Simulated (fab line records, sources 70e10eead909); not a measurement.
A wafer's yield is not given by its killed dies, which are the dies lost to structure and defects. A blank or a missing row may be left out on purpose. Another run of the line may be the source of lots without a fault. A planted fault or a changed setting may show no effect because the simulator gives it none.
Which tool was responsible? || flow nand-harc || 6 lots, 17 wafers sampled, at 4 steps of a route of 1159

WHAT EACH GAUGE READ, for each wafer
NHARC_A_ONON_D1_THK_MEAS_30: measures by ellipsometry.
{"lot": "L607", "measured": "day 8 21:23", "on": "film-metro-02", "thk-nm (nm)": "985 987 984"}
{"lot": "L611", "measured": "day 9 03:56", "on": "film-metro-01", "thk-nm (nm)": "1003 1005 1004"}
{"lot": "L616", "measured": "day 10 21:32", "on": "film-metro-01", "thk-nm (nm)": "1000 684"}
{"lot": "L622", "measured": "day 11 23:05", "on": "film-metro-01", "thk-nm (nm)": "988 987 984"}
{"lot": "L628", "measured": "day 13 15:53", "on": "film-metro-02", "thk-nm (nm)": "1000 1000 1001"}
{"lot": "L630", "measured": "day 13 21:33", "on": "film-metro-02", "thk-nm (nm)": "994 994 991"}

WHICH TOOL RAN EACH LOT (tool, then ch and the chambers of the sampled wafers, then the start)
{"lot": "L607", "NHARC_P_BONDPAD_ANNEAL_28": "rtp-anneal-01 ch 0, day 7 08:23", "NHARC_A_ZERO_WELL_DESCUM_12": "rie-diel-09 ch 0,1,2, day 7 11:05", "NHARC_A_ONON_D1_DEP_28": "pecvd-onon-02 ch 0, day 8 20:57"}
{"lot": "L611", "NHARC_P_BONDPAD_ANNEAL_28": "rtp-anneal-01 ch 0, day 7 14:45", "NHARC_A_ZERO_WELL_DESCUM_12": "rie-diel-03 ch 0,2,3, day 7 17:01", "NHARC_A_ONON_D1_DEP_28": "pecvd-onon-02 ch 0, day 9 03:23"}
{"lot": "L616", "NHARC_P_BONDPAD_ANNEAL_28": "rtp-anneal-02 ch 0, day 9 08:54", "NHARC_A_ZERO_WELL_DESCUM_12": "rie-diel-05 ch 2,3, day 9 11:13", "NHARC_A_ONON_D1_DEP_28": "pecvd-onon-02 ch 0, day 10 21:01"}
{"lot": "L622", "NHARC_P_BONDPAD_ANNEAL_28": "rtp-anneal-01 ch 0, day 10 11:22", "NHARC_A_ZERO_WELL_DESCUM_12": "rie-diel-03 ch 0,1,2, day 10 13:46", "NHARC_A_ONON_D1_DEP_28": "pecvd-onon-03 ch 0, day 11 22:34"}
{"lot": "L628", "NHARC_P_BONDPAD_ANNEAL_28": "rtp-anneal-01 ch 0, day 12 01:44", "NHARC_A_ZERO_WELL_DESCUM_12": "rie-diel-03 ch 1,2,3, day 12 04:04", "NHARC_A_ONON_D1_DEP_28": "pecvd-onon-03 ch 0, day 13 15:22"}
{"lot": "L630", "NHARC_P_BONDPAD_ANNEAL_28": "rtp-anneal-02 ch 0, day 12 09:17", "NHARC_A_ZERO_WELL_DESCUM_12": "rie-diel-03 ch 1,2,3, day 12 11:38", "NHARC_A_ONON_D1_DEP_28": "pecvd-onon-03 ch 0, day 13 21:02"}
- NHARC_P_BONDPAD_ANNEAL_28: time 90 s.
- NHARC_A_ZERO_WELL_DESCUM_12: chemistry O2, time 3 s.
- NHARC_A_ONON_D1_DEP_28: target thk 1000 nm.

THE ANSWER, worked out from the rows above alone
Rule: the lots themselves supply what counts as usual. Put in order of their means at a reading, lots are off if they are a third of the lots or fewer, leave a main group of 4 or more, and stand apart from it by a gap of 3 or more times the standard deviation of the main group's means; of several such gaps the widest counts. A main group is skipped when, at the precision printed for the reading in the tables above, its means are all equal. A lot without any number at a reading at which 4 lots or more have one is off too. Where the step has rows for the other lots, those lots are counted as sound.
Off, at NHARC_A_ONON_D1_THK_MEAS_30 on thk-nm: L616. Main group: mean 994 nm, sd 7.4.
If a tool, at a process step before that reading, ran all the lots that are off and no sound lot after the first of them, it fits. Gauges at NHARC_A_ONON_D1_THK_MEAS_30: tried the same way as those tools. This does not decide it: 2 tools fit, namely rie-diel-05 at NHARC_A_ZERO_WELL_DESCUM_12 and pecvd-onon-02 at NHARC_A_ONON_D1_DEP_28.

WHAT HAD BEEN PUT IN BY THE SIMULATOR
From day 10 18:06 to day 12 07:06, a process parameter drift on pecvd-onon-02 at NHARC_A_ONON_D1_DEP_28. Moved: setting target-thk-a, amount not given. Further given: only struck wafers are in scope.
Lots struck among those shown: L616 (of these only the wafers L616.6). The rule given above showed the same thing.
